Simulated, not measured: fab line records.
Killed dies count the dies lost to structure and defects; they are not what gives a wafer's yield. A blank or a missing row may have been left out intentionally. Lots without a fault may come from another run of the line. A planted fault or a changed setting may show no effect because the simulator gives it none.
Chamber matching | flow n5_finfet | rie_diel-05 running N5_BEOL_M11_ETCH_62: 4 sister chambers
The step etches SOC in N2/H2, target depth 110 nm, overetch 22 nm, time 165 s. 22 wafers are shown with their chamber, then 11 later ones without.

== WAFERS, EACH WITH ITS CHAMBER ==
wafer  | chamber | showerhead_plenum_p_Torr (Torr) | drypump_motor_current_A (A) | throttle_valve_pct (%)
L074.4 | 3       | 2.62                            | 6.1                         | 18.04
L074.5 | 2       | 2.53                            | 6.3                         | 17.74
L074.6 | 1       | 2.54                            | 5.8                         | 18.12
L075.2 | 0       | 2.41                            | 6.3                         | 18.00
L075.3 | 3       | 2.62                            | 6.1                         | 18.06
L075.4 | 1       | 2.54                            | 5.9                         | 18.14
L077.1 | 0       | 2.41                            | 6.3                         | 17.98
L077.2 | 2       | 2.52                            | 6.3                         | 17.78
L077.3 | 1       | 2.53                            | 5.8                         | 18.17
L077.4 | 3       | 2.61                            | 6.1                         | 18.05
L077.5 | 3       | 2.61                            | 6.1                         | 18.05
L077.6 | 0       | 2.41                            | 6.4                         | 17.99
L078.3 | 3       | 2.61                            | 6.1                         | 18.07
L078.4 | 0       | 2.40                            | 6.4                         | 18.00
L078.5 | 3       | 2.61                            | 6.1                         | 18.07
L084.2 | 1       | 2.53                            | 5.8                         | 18.18
L084.4 | 2       | 2.52                            | 6.3                         | 17.79
L084.5 | 3       | 2.61                            | 6.1                         | 18.08
L082.1 | 1       | 2.53                            | 5.9                         | 18.18
L082.4 | 3       | 2.61                            | 6.1                         | 18.07
L082.6 | 0       | 2.40                            | 6.4                         | 18.01
L085.2 | 2       | 2.52                            | 6.3                         | 17.81

SIGNATURES (averages over the wafers above)
reading                  | chamber 0 | chamber 1 | chamber 2 | chamber 3 | scatter within a chamber
showerhead_plenum_p_Torr | 2.4060    | 2.5340    | 2.5225    | 2.6125    | 0.00508
drypump_motor_current_A  | 6.360     | 5.840     | 6.300     | 6.100     | 0.0365
throttle_valve_pct       | 17.9960   | 18.1580   | 17.7800   | 18.0613   | 0.0201
Rule: for each reading, subtract the chamber's mean from the wafer's reading, divide by that reading's scatter and square the result; add these up over the readings and take the root, which gives the wafer's distance from the chamber. The wafer belongs to the nearest chamber; if the next one is less than 2 further off, it can't be placed. How the scatter is found: for the shown wafers, subtract from each reading the mean of its chamber, square and add these, divide the total by (wafers less chambers), then take the root.

== WAFERS WHOSE CHAMBER IS MISSING ==
wafer  | showerhead_plenum_p_Torr (Torr) | drypump_motor_current_A (A) | throttle_valve_pct (%)
L085.4 | 2.61                            | 6.1                         | 18.09
L085.6 | 2.53                            | 5.8                         | 18.17
L086.4 | 2.53                            | 5.8                         | 18.18
L086.5 | 2.53                            | 5.8                         | 18.18
L086.6 | 2.52                            | 6.3                         | 17.79
L090.2 | 2.52                            | 5.8                         | 18.18
L090.3 | 2.51                            | 6.3                         | 17.82
L090.4 | 2.60                            | 6.1                         | 18.11
L094.1 | 2.52                            | 5.8                         | 18.19
L094.2 | 2.60                            | 6.1                         | 18.12
L094.5 | 2.60                            | 6.1                         | 18.11

== WHICH CHAMBER EACH ONE RAN IN ==
wafer  | from the rows above | in truth
L085.4 | 3                   | 3
L085.6 | 1                   | 1
L086.4 | 1                   | 1
L086.5 | 1                   | 1
L086.6 | 2                   | 2
L090.2 | 1                   | 1
L090.3 | 2                   | 2
L090.4 | 3                   | 3
L094.1 | 1                   | 1
L094.2 | 3                   | 3
L094.5 | 3                   | 3
11 of 11 placed correctly. Can't be placed from these rows: 0. Wrongly placed: 0.
